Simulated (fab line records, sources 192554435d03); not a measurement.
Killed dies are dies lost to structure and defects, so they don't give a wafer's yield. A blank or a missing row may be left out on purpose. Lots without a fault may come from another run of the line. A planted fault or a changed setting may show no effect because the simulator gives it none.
Which tool did it? | flow n5_finfet | 12 lots, 36 wafers sampled, at 6 steps of a route of 1938

WHAT THE GAUGES READ, wafer by wafer
N5_BEOL_M0_RS_MEAS_126: measures by four-point-probe.
lot  | measured     | on            | M0_RS (ohm/sq)
L075 | day 6 06:08  | film_metro-02 | 0.525 0.502 0.504
L077 | day 6 14:52  | film_metro-01 | 0.516 0.513 0.504
L079 | day 7 07:13  | film_metro-01 | 0.534 0.526 0.521
L081 | day 7 20:02  | film_metro-02 | 0.512 0.520 0.528
L083 | day 8 10:18  | film_metro-01 | 0.535 0.536 0.514
L085 | day 8 17:10  | film_metro-02 | 0.550 0.532 0.549
L087 | day 9 13:59  | film_metro-02 | 0.534 0.543 0.518
L089 | day 9 16:15  | film_metro-01 | 0.519 0.526 0.516
L091 | day 10 03:31 | film_metro-02 | 0.544 0.541 0.519
L093 | day 10 16:20 | film_metro-01 | 0.539 0.520 0.512
L095 | day 11 05:52 | film_metro-02 | 0.538 0.546 0.527
L097 | day 11 23:04 | film_metro-02 | 0.542 0.541 0.508

WHICH TOOL RAN EACH LOT (tool, then ch and the chambers of the sampled wafers, then the start)
lot  | N5_BEOL_M0_SAQP_PECVD_03        | N5_BEOL_M0_SAQP_RECESS_114         | N5_BEOL_M0_SAQP_SPACER2_ETCHBACK_27 | N5_BEOL_M0_PRE_CLEAN_113     | N5_BEOL_M0_ANNEAL_135
L075 | pecvd-01 ch 1,2, day 5 17:21    | vapor_etch-02 ch 0,1, day 5 18:37  | rie_diel-06 ch 0,2,3, day 5 21:23   | pvd_sputter-01, day 6 04:04  | pvd_sputter-03, day 6 04:59
L077 | pecvd-03 ch 0,2, day 6 02:26    | vapor_etch-01 ch 0,1, day 6 03:50  | rie_diel-03 ch 2,3, day 6 07:13     | pvd_sputter-03, day 6 12:25  | pvd_sputter-01, day 6 13:31
L079 | pecvd-01 ch 0,2, day 6 16:48    | vapor_etch-01 ch 0,1, day 6 18:09  | rie_diel-05 ch 2,3, day 6 20:57     | pvd_sputter-02, day 7 05:17  | pvd_sputter-01, day 7 06:08
L081 | pecvd-01 ch 0,2, day 7 05:44    | vapor_etch-02 ch 0,1, day 7 07:09  | rie_diel-05 ch 2,3, day 7 09:59     | pvd_sputter-01, day 7 15:56  | pvd_sputter-01, day 7 18:55
L083 | pecvd-03 ch 0,1,2, day 7 19:28  | vapor_etch-01 ch 0,1, day 7 21:13  | rie_diel-03 ch 0,1,3, day 8 00:20   | pvd_sputter-01, day 8 07:24  | pvd_sputter-02, day 8 08:40
L085 | pecvd-01 ch 0,1, day 8 04:37    | vapor_etch-02 ch 0,1, day 8 05:48  | rie_diel-06 ch 0,2, day 8 10:20     | pvd_sputter-01, day 8 15:04  | pvd_sputter-03, day 8 16:04
L087 | pecvd-01 ch 0,1,2, day 9 02:30  | vapor_etch-01 ch 0,1, day 9 04:08  | rie_diel-05 ch 0,1,2, day 9 06:56   | pvd_sputter-01, day 9 11:39  | pvd_sputter-03, day 9 12:38
L089 | pecvd-04 ch 0,1,2, day 9 04:36  | vapor_etch-02 ch 0,1, day 9 05:57  | rie_diel-06 ch 0,1,2, day 9 09:25   | pvd_sputter-03, day 9 14:04  | pvd_sputter-03, day 9 15:05
L091 | pecvd-04 ch 1,2, day 9 13:17    | vapor_etch-02 ch 0,1, day 9 14:43  | rie_diel-03 ch 0,1,3, day 9 17:45   | pvd_sputter-01, day 10 00:01 | pvd_sputter-02, day 10 02:23
L093 | pecvd-03 ch 0,1, day 10 02:28   | vapor_etch-02 ch 1, day 10 04:08   | rie_diel-05 ch 0,2,3, day 10 06:55  | pvd_sputter-02, day 10 14:05 | pvd_sputter-01, day 10 15:05
L095 | pecvd-03 ch 0,1, day 10 17:42   | vapor_etch-02 ch 1, day 10 18:57   | rie_diel-05 ch 2,3, day 10 21:52    | pvd_sputter-03, day 11 03:49 | pvd_sputter-03, day 11 04:46
L097 | pecvd-01 ch 0,1,2, day 11 07:40 | vapor_etch-01 ch 0,1, day 11 09:04 | rie_diel-03 ch 1,2,3, day 11 12:56  | pvd_sputter-01, day 11 20:59 | pvd_sputter-03, day 11 21:54
- N5_BEOL_M0_SAQP_PECVD_03: deposits SiCN from 3MS/NH3, target thk 12 nm, time 21.1 s.
- N5_BEOL_M0_SAQP_RECESS_114: chemistry HF/NH3, target SiO2, target depth 14.4 nm, afs cycles 3, sublimation time 60 s.
- N5_BEOL_M0_SAQP_SPACER2_ETCHBACK_27: etches SiO2 in CHF3/O2, target depth 22.5 nm, time 11.25 s.
- N5_BEOL_M0_PRE_CLEAN_113: time 30 s.
- N5_BEOL_M0_ANNEAL_135: time 60 s.

THE ANSWER, worked out from the rows above alone
Rule: what is usual is taken from the lots themselves. Put in order of their means at a reading, lots are off if they are a third of the lots or fewer, leave a main group of 4 or more, and stand apart from it by a gap of 3 or more times the standard deviation of the main group's means; of several such gaps the widest counts. A main group whose means are all the same, to the digits that the tables above print for the reading, isn't used. A lot without any number at a reading at which 4 lots or more have one is off too. The other lots that the step has rows for count as sound.
No lot is off at any reading shown: from this, nothing can be told.

WHAT THE SIMULATOR HAD PUT IN
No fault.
